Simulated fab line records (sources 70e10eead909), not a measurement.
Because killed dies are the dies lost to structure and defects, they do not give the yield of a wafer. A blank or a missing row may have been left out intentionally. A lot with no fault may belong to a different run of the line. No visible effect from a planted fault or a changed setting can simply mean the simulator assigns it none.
Which of the tools did it? | flow nandHarc | 6 lots with 18 wafers sampled at 3 steps, on a route of 1302 steps

== WHAT EACH GAUGE READ, for each wafer ==
NHARC_END_SORT_01.
lot  | measured     | on        | killedAtPeriphery
L518 | day 28 05:46 | prober-01 | 6 3 1
L525 | day 30 19:11 | prober-02 | 3 2

== EACH LOT AND THE TOOL THAT RAN IT (in order: tool; ch and the chambers of the sampled wafers; start) ==
lot  | NHARC_A_CHANNEL_HOLE_D1_SOFTBAKE_05 | NHARC_A_CHANNEL_HOLE_D1_ETCH_39
L518 | lithoTrack-01 ch 0, day 11 16:00    | rieDiel-06 ch 0,1,3, day 28 05:46 or earlier
L519 | lithoTrack-04 ch 0, day 12 10:00    | rieDiel-05 ch 0,3, no start
L524 | lithoTrack-04 ch 0, day 14 10:00    | rieDiel-05 ch 2,3, no start
L525 | lithoTrack-06 ch 0, day 14 21:00    | rieDiel-05 ch 1,3, day 30 19:11 or earlier
L528 | lithoTrack-01 ch 0, day 15 16:00    | rieDiel-05 ch 0,2,3, no start
L530 | lithoTrack-01 ch 0, day 17 01:00    | rieDiel-09 ch 1,2, no start
- NHARC_A_CHANNEL_HOLE_D1_SOFTBAKE_05: time 55 s.
- NHARC_A_CHANNEL_HOLE_D1_ETCH_39: etches the open film in N2/H2, target depth 260 nm, time 325 s.

== THE ANSWER, worked out from the rows above alone ==
Rule: the usual values come from the lots themselves. Put in order of their means at a reading, lots are off if they are a third of the lots or fewer, leave a main group of 4 or more, and stand apart from it by a gap of 3 or more times the standard deviation of the main group's means; of several such gaps the widest counts. The tables above print the reading to a certain number of digits; a main group whose means all agree to those digits is not used. A lot without any number at a reading at which 4 lots or more have one is off too. Any other lot the step has rows for is counted as sound.
No lot is off at any reading shown: from this, nothing can be told.

== WHAT HAD BEEN PUT IN BY THE SIMULATOR ==
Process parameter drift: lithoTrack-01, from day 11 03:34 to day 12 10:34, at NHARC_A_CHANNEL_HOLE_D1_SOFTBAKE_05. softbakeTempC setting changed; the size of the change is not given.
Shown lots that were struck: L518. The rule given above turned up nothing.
